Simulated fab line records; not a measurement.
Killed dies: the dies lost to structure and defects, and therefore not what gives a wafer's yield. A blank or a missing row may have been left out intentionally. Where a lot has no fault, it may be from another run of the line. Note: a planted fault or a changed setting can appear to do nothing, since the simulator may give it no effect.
Which of the tools did it?	flow n5 finfet	22 lots with 66 wafers sampled at 6 steps, on a route of 1938 steps

## WHAT EACH GAUGE READ, for each wafer
The record lacks any reading of a measuring or inspecting step that a usual standard deviation could be used to judge.

## TOOL THAT RAN EACH LOT (tool first, then ch and the chambers of the sampled wafers, then the start)
lot	N5_BEOL_M3_ETCH_63	N5_BEOL_M3_STRIP_19	N5_BEOL_M3_ETCH_77	N5_BEOL_M3_SPUTTER_79	N5_BEOL_M3_ANNEAL_91	N5_BEOL_M3_DEP_57
L075	rie diel-06 ch 0,3, day 7 11:20	rie diel-06 ch 1,2,3, day 7 11:38	rie diel-06 ch 1,2, day 7 12:19	pvd sputter-01, day 7 15:41	pvd sputter-01, day 7 16:38	pecvd-02 ch 1,2, day 7 18:13
L077	rie diel-02 ch 0,1, day 7 15:58	rie diel-05 ch 2,3, day 7 16:16	rie diel-06 ch 2,3, day 7 16:56	pvd sputter-02, day 7 19:44	pvd sputter-02, day 7 20:41	pecvd-04 ch 0,1, day 7 22:16
L076	rie diel-06 ch 0,1,3, day 8 02:08	rie diel-06 ch 0,1,2, day 8 02:26	rie diel-06 ch 1,3, day 8 02:59	pvd sputter-01, day 8 05:01	pvd sputter-01, day 8 05:59	pecvd-04 ch 0,1, day 8 08:16
L078	rie diel-05 ch 1,2,3, day 8 03:29	rie diel-06 ch 1,2,3, day 8 03:47	rie diel-06 ch 0,1,2, day 8 04:20	pvd sputter-03, day 8 06:38	pvd sputter-03, day 8 07:36	pecvd-04 ch 0,1,2, day 8 09:43
L079	rie diel-02 ch 0,2,3, day 8 04:55	rie diel-06 ch 0,2, day 8 05:23	rie diel-05 ch 1,2, day 8 05:59	pvd sputter-01, day 8 07:35	pvd sputter-01, day 8 08:32	pecvd-02 ch 0,1,2, day 8 11:04
L080	rie diel-06 ch 0,1,3, day 8 07:14	rie diel-05 ch 2,3, day 8 07:32	rie diel-06 ch 1,2,3, day 8 08:05	pvd sputter-03, day 8 09:54	pvd sputter-03, day 8 10:52	pecvd-02 ch 0,2, day 8 12:25
L081	rie diel-06 ch 0,1, day 9 19:18	rie diel-06 ch 1,2,3, day 9 19:36	rie diel-02 ch 0,1,3, day 9 20:16	pvd sputter-01, day 9 23:40	pvd sputter-01, day 10 00:38	pecvd-04 ch 1, day 10 02:12
L084	rie diel-05 ch 0,3, day 9 19:28	rie diel-06 ch 0,2,3, day 9 19:46	rie diel-02 ch 0,3, day 9 20:28	pvd sputter-02, day 10 00:32	pvd sputter-02, day 10 01:29	pecvd-03 ch 1,2, day 10 03:13
L083	rie diel-06 ch 1,3, day 9 23:12	rie diel-05 ch 0,1, day 9 23:30	rie diel-05 ch 0,1, day 10 00:03	pvd sputter-02, day 10 03:53	pvd sputter-02, day 10 04:50	pecvd-02 ch 0,1, day 10 06:25
L082	rie diel-05 ch 1,3, day 9 23:14	rie diel-06 ch 0,2,3, day 9 23:32	rie diel-06 ch 1,2,3, day 10 00:14	pvd sputter-03, day 10 04:59	pvd sputter-03, day 10 05:57	pecvd-04 ch 0,1, day 10 07:38
L085	rie diel-02 ch 0,3, day 10 02:23	rie diel-05 ch 1,3, day 10 02:46	rie diel-06 ch 1,2, day 10 03:27	pvd sputter-01, day 10 06:29	pvd sputter-01, day 10 07:26	pecvd-02 ch 1,2, day 10 09:01
L086	rie diel-05 ch 0,1,2, day 10 08:47	rie diel-06 ch 1,3, day 10 09:05	rie diel-02 ch 1,3, day 10 09:59	pvd sputter-03, day 10 11:38	pvd sputter-03, day 10 12:36	pecvd-02 ch 0,1, day 10 14:11
L087	rie diel-05 ch 0,1,3, day 10 14:04	rie diel-05 ch 1,2,3, day 10 14:22	rie diel-05 ch 1,2,3, day 10 15:01	pvd sputter-01, day 10 18:28	pvd sputter-01, day 10 19:25	pecvd-03 ch 0,2, day 10 20:59
L088	rie diel-06 ch 0,2,3, day 10 14:49	rie diel-05 ch 1,2, day 10 15:07	rie diel-02 ch 2,3, day 10 15:41	pvd sputter-01, day 10 22:29	pvd sputter-01, day 10 23:27	pecvd-02 ch 0,2, day 11 01:01
L089	rie diel-02 ch 0,2,3, day 10 20:58	rie diel-06 ch 0,1,3, day 10 21:20	rie diel-02 ch 1,2,3, day 10 21:53	pvd sputter-02, day 11 08:13	pvd sputter-02, day 11 09:10	pecvd-03 ch 0,1,2, day 11 11:01
L090	rie diel-06 ch 0,1,2, day 11 12:50	rie diel-05 ch 0,1,2, day 11 13:09	rie diel-02 ch 0,2,3, day 11 13:47	pvd sputter-02, day 11 16:41	pvd sputter-02, day 11 17:38	pecvd-04 ch 0,1,2, day 11 19:13
L092	rie diel-05 ch 1,2, day 11 19:04	rie diel-06 ch 1,3, day 11 19:22	rie diel-02 ch 0,2,3, day 11 20:02	pvd sputter-03, day 12 04:17	pvd sputter-03, day 12 05:14	pecvd-04 ch 1,2, day 12 06:49
L091	rie diel-05 ch 0,1,3, day 11 22:46	rie diel-05 ch 0,1,3, day 11 23:05	rie diel-06 ch 1,2,3, day 11 23:45	pvd sputter-03, day 12 07:24	pvd sputter-03, day 12 08:22	pecvd-04 ch 0,2, day 12 10:00
L093	rie diel-05 ch 0,1,2, day 12 01:37	rie diel-05 ch 0,1, day 12 01:56	rie diel-06 ch 0,3, day 12 02:36	pvd sputter-01, day 12 07:34	pvd sputter-01, day 12 08:31	pecvd-04 ch 0,1, day 12 10:11
L094	rie diel-05 ch 1,2,3, day 12 07:11	rie diel-02 ch 0,3, day 12 07:29	rie diel-05 ch 0,1, day 12 08:10	pvd sputter-02, day 12 10:34	pvd sputter-02, day 12 11:31	pecvd-02 ch 0,1,2, day 12 13:10
L096	rie diel-06 ch 1,2, day 12 17:26	rie diel-06 ch 0,1, day 12 17:44	rie diel-05 ch 1,2, day 12 18:24	pvd sputter-02, day 12 23:17	pvd sputter-02, day 13 00:15	pecvd-04 ch 1,2, day 13 01:49
L097	rie diel-05 ch 0,2,3, day 12 22:02	rie diel-02 ch 0,1,3, day 12 22:21	rie diel-05 ch 0,1,3, day 12 23:01	pvd sputter-03, day 13 03:19	pvd sputter-03, day 13 04:17	pecvd-04 ch 0,1,2, day 13 05:50
- N5_BEOL_M3_ETCH_63: etches SiARC in CF4, target depth 15.6 nm, time 26 s.
- N5_BEOL_M3_STRIP_19: strips in O2.
- N5_BEOL_M3_ETCH_77: etches underlayer in N2/H2, target depth 6.5 nm, time 5.2 s.
- N5_BEOL_M3_SPUTTER_79: material Cu, target thk 4.5 nm, time 8.29 s.
- N5_BEOL_M3_ANNEAL_91: time 240 s.
- N5_BEOL_M3_DEP_57: deposits SiCN from 3MS/NH3, target thk 8 nm, time 14 s.

## WHAT THE TOOLS THEMSELVES READ (means of the sampled wafers that have a number; where no wafer has one, the mark that the record gives instead)
N5_BEOL_M3_ETCH_63. Usual: for cf4 flow sccm, 100.0 sccm with a standard deviation of 0.32; for drypump motor current A, 5.8 A with a standard deviation of 0.44; for etch rf on time s, 25.9 s with a standard deviation of 0.42; for oes product au, 0.69 a.u. with a standard deviation of 0.07; for rf vpp V, 184.2 V with a standard deviation of 1.2; for showerhead plenum p Torr, 2.15 Torr with a standard deviation of 0.072; for throttle valve pct, 15.61 % with a standard deviation of 0.25.
lot	tool	cf4 flow sccm (sccm)	drypump motor current A (A)	etch rf on time s (s)	oes product au (a.u.)	rf vpp V (V)	showerhead plenum p Torr (Torr)	throttle valve pct (%)	flag
L075	rie diel-06	100.0	6.3	26.0	0.73	183.8	2.11	15.45	
L077	rie diel-02	100.0	5.4	26.2	0.69	184.7	2.24	15.68	
L076	rie diel-06	100.1	5.9	25.9	0.69	182.9	2.10	15.47	
L078	rie diel-05	100.3	5.6	25.8	0.62	184.1	2.13	15.89	
L079	rie diel-02	99.9	5.6	25.9	0.77	185.3	2.18	15.48	
L080	rie diel-06	100.1	5.9	26.0	0.69	183.6	2.10	15.49	
L081	rie diel-06	99.7	5.6	25.7	0.69	184.1	2.13	15.40	
L084	rie diel-05	100.1	5.7	25.7	0.82	184.5	2.22	15.34	
L083	rie diel-06	100.1	6.2	26.4	0.67	184.0	2.07	15.60	
L082	rie diel-05	100.2	5.8	25.9	0.69	185.0	2.24	15.68	
L085	rie diel-02	100.0	6.1	25.1	0.78	184.1	2.21	15.43	
L086	rie diel-05	100.1	5.6	25.6	0.68	183.0	2.14	15.65	
L087	rie diel-05	99.9	5.7	25.8	0.74	184.8	2.20	15.47	
L088	rie diel-06	99.9	6.3	25.8	0.69	184.2	2.13	15.56	
L089	rie diel-02	100.0	5.6	25.7	0.73	183.7	2.17	15.51	
L090	rie diel-06	99.9	5.9	26.1	0.66	184.3	2.12	15.58	
L092	rie diel-05	100.2	5.7	26.1	0.62	184.0	2.18	15.87	
L091	rie diel-05	100.0	5.7	25.8	0.73	184.8	2.20	15.50	
L093	rie diel-05	100.1	5.6	25.7	0.68	184.8	2.14	15.68	
L094	rie diel-05	100.3	5.6	25.9	0.67	184.8	2.20	15.76	
L096	rie diel-06	99.9	6.2	26.6	0.62	183.6	2.11	15.77	
L097	rie diel-05	100.0	5.6	25.9	0.72	184.0	2.17	15.56	

N5_BEOL_M3_STRIP_19. Usual: drypump motor current A 5.8 A, standard deviation 0.42; oes product au 0.80 a.u., standard deviation 0.078; rf vpp V 3.6 V, standard deviation 0.46; showerhead plenum p Torr 2.10 Torr, standard deviation 0.074; temp c 40.00 C, standard deviation 0.12; throttle valve pct 16.66 %, standard deviation 0.23.
lot	tool	drypump motor current A (A)	oes product au (a.u.)	rf vpp V (V)	showerhead plenum p Torr (Torr)	temp c (C)	throttle valve pct (%)	flag
L075	rie diel-06	6.2	0.79	3.7	2.05	39.92	16.67	
L077	rie diel-05	5.6	0.69	3.6	2.02	40.11	16.96	
L076	rie diel-06	5.9	0.79	3.3	2.07	40.04	16.54	
L078	rie diel-06	6.2	0.79	4.1	2.04	39.92	16.68	
L079	rie diel-06	6.0	0.83	3.7	2.11	39.99	16.43	
L080	rie diel-05	5.6	0.69	3.5	2.01	40.00	16.98	
L081	rie diel-06	6.2	0.77	3.5	2.04	40.02	16.70	
L084	rie diel-06	6.2	0.81	3.4	2.08	40.04	16.61	
L083	rie diel-05	5.8	0.81	3.5	2.13	40.01	16.67	
L082	rie diel-06	6.3	0.81	3.3	2.08	40.05	16.59	
L085	rie diel-05	5.8	0.87	3.7	2.22	39.94	16.63	
L086	rie diel-06	5.9	0.75	3.6	2.01	39.96	16.65	
L087	rie diel-05	5.7	0.79	3.6	2.16	40.04	16.81	
L088	rie diel-05	5.7	0.73	3.5	2.14	40.00	16.93	
L089	rie diel-06	5.9	0.79	3.2	2.05	39.89	16.55	
L090	rie diel-05	5.6	0.79	3.7	2.10	40.09	16.74	
L092	rie diel-06	5.9	0.75	4.2	2.00	40.23	16.68	
L091	rie diel-05	5.7	0.85	3.6	2.16	39.97	16.57	
L093	rie diel-05	5.8	0.79	3.6	2.13	40.02	16.68	
L094	rie diel-02	5.6	0.88	3.4	2.19	40.04	16.68	
L096	rie diel-06	5.6	0.79	3.6	2.07	39.88	16.45	
L097	rie diel-02	5.8	0.82	3.6	2.18	39.91	16.70	

N5_BEOL_M3_ETCH_77. Usual: drypump motor current A 5.8 A, standard deviation 0.51; etch rf on time s 5.19 s, standard deviation 0.088; oes product au 0.68 a.u., standard deviation 0.064; rf vpp V 524.3 V, standard deviation 2.8; showerhead plenum p Torr 2.56 Torr, standard deviation 0.091; throttle valve pct 17.89 %, standard deviation 0.25.
lot	tool	drypump motor current A (A)	etch rf on time s (s)	oes product au (a.u.)	rf vpp V (V)	showerhead plenum p Torr (Torr)	throttle valve pct (%)	flag
L075	rie diel-06	5.8	5.31	0.64	521.9	2.47	17.88	
L077	rie diel-06	6.5	5.20	0.70	523.2	2.50	17.81	
L076	rie diel-06	6.2	5.24	0.68	521.9	2.46	17.84	
L078	rie diel-06	5.9	5.24	0.68	523.5	2.52	17.78	
L079	rie diel-05	5.7	5.13	0.64	526.5	2.61	18.19	
L080	rie diel-06	6.2	5.18	0.67	521.7	2.48	17.84	
L081	rie diel-02	5.8	5.11	0.73	527.5	2.65	17.86	
L084	rie diel-02	6.1	5.09	0.77	526.0	2.63	17.65	
L083	rie diel-05	5.8	5.24	0.68	525.0	2.59	17.95	
L082	rie diel-06	6.2	5.30	0.65	521.6	2.47	17.88	
L085	rie diel-06	6.2	5.23	0.64	522.2	2.49	17.88	
L086	rie diel-02	6.2	5.20	0.72	525.9	2.61	17.68	
L087	rie diel-05	5.6	5.15	0.68	526.3	2.62	18.10	
L088	rie diel-02	6.1	5.11	0.74	522.8	2.55	17.55	
L089	rie diel-02	5.8	5.21	0.69	525.1	2.57	17.76	
L090	rie diel-02	5.6	5.10	0.73	524.2	2.58	17.75	
L092	rie diel-02	5.6	5.14	0.72	524.4	2.58	17.74	
L091	rie diel-06	6.2	5.21	0.65	521.4	2.47	17.90	
L093	rie diel-06	6.3	5.21	0.69	522.4	2.50	17.79	
L094	rie diel-05	5.8	5.19	0.67	524.6	2.58	17.97	
L096	rie diel-05	5.7	5.19	0.62	525.3	2.59	18.23	
L097	rie diel-05	5.7	5.18	0.71	524.5	2.61	17.85	

N5_BEOL_M3_SPUTTER_79. Usual: susceptor temp C -20.01 C, standard deviation 0.1; throttle valve pct 29.7 %, standard deviation 1.1.
lot	tool	susceptor temp C (C)	throttle valve pct (%)	flag
L075	pvd sputter-01	-20.05	30.2	
L077	pvd sputter-02	-20.02	29.2	
L076	pvd sputter-01	-20.01	30.7	
L078	pvd sputter-03	-20.06	29.2	
L079	pvd sputter-01	-20.00	29.1	
L080	pvd sputter-03	-20.12	30.8	
L081	pvd sputter-01	-19.93	29.5	
L084	pvd sputter-02	-19.99	29.5	
L083	pvd sputter-02	-20.02	29.3	
L082	pvd sputter-03	-20.13	29.7	
L085	pvd sputter-01	-19.94	29.4	
L086	pvd sputter-03	-20.00	30.4	
L087	pvd sputter-01	-20.00	30.0	
L088	pvd sputter-01	-20.11	30.1	
L089	pvd sputter-02	-19.97	29.3	
L090	pvd sputter-02	-19.99	29.9	
L092	pvd sputter-03	-19.98	29.4	
L091	pvd sputter-03	-20.06	29.6	
L093	pvd sputter-01	-19.89	30.6	
L094	pvd sputter-02	-19.96	30.2	
L096	pvd sputter-02	-20.01	29.3	
L097	pvd sputter-03	-19.92	28.9	

N5_BEOL_M3_ANNEAL_91. Usual: heater power w 816 W, standard deviation 62; susceptor temp C 400.01 C, standard deviation 0.23.
lot	tool	heater power w (W)	susceptor temp C (C)	flag
L075	pvd sputter-01	788	400.20	
L077	pvd sputter-02	852	400.16	
L076	pvd sputter-01	746	399.79	
L078	pvd sputter-03	795	399.95	
L079	pvd sputter-01	756	399.92	
L080	pvd sputter-03	814	399.92	
L081	pvd sputter-01	812	399.84	
L084	pvd sputter-02	856	399.84	
L083	pvd sputter-02	829	399.92	
L082	pvd sputter-03	801	400.01	
L085	pvd sputter-01	803	399.93	
L086	pvd sputter-03	841	400.03	
L087	pvd sputter-01	823	400.08	
L088	pvd sputter-01	820	399.79	
L089	pvd sputter-02	857	400.01	
L090	pvd sputter-02	839	400.27	
L092	pvd sputter-03	843	399.94	
L091	pvd sputter-03	743	399.89	
L093	pvd sputter-01	794	399.88	
L094	pvd sputter-02	857	400.01	
L096	pvd sputter-02	840	400.27	
L097	pvd sputter-03	790	400.10	

N5_BEOL_M3_DEP_57. Usual: showerhead plenum p Torr 3.661 Torr, standard deviation 0.012; throttle valve pct 9.0 %, standard deviation 0.49.
lot	tool	showerhead plenum p Torr (Torr)	throttle valve pct (%)	flag
L075	pecvd-02	3.679	8.9	
L077	pecvd-04	3.655	9.2	
L076	pecvd-04	3.658	9.3	
L078	pecvd-04	3.664	9.3	
L079	pecvd-02	3.659	9.1	
L080	pecvd-02	3.654	8.7	
L081	pecvd-04	3.659	9.6	
L084	pecvd-03	3.658	8.8	
L083	pecvd-02	3.647	9.5	
L082	pecvd-04	3.660	9.1	
L085	pecvd-02	3.673	8.9	
L086	pecvd-02	3.651	9.4	
L087	pecvd-03	3.655	8.7	
L088	pecvd-02	3.664	8.6	
L089	pecvd-03	3.653	8.9	
L090	pecvd-04	3.665	8.8	
L092	pecvd-04	3.663	8.8	
L091	pecvd-04	3.662	8.9	
L093	pecvd-04	3.659	9.2	
L094	pecvd-02	3.663	9.1	
L096	pecvd-04	3.663	9.3	
L097	pecvd-04	3.666	9.0	

## THE ANSWER, worked out from the rows above alone
Rule: a lot counts as off when the mean over its wafers that have a number is more than 3 standard deviations away from the usual mean. A lot without any number at a reading at which 4 lots or more have one is off too. Where the step has rows for the other lots, those lots are counted as sound. First the gauges in route order, then the tools' own readings, where a lot's mean is used as printed above. At the first step where some lot is off, the reading lying furthest off is the one used; lots without a number count as furthest.
Nothing can be told from this: no lot is off at any reading shown.

## WHAT THE SIMULATOR HAD PUT IN
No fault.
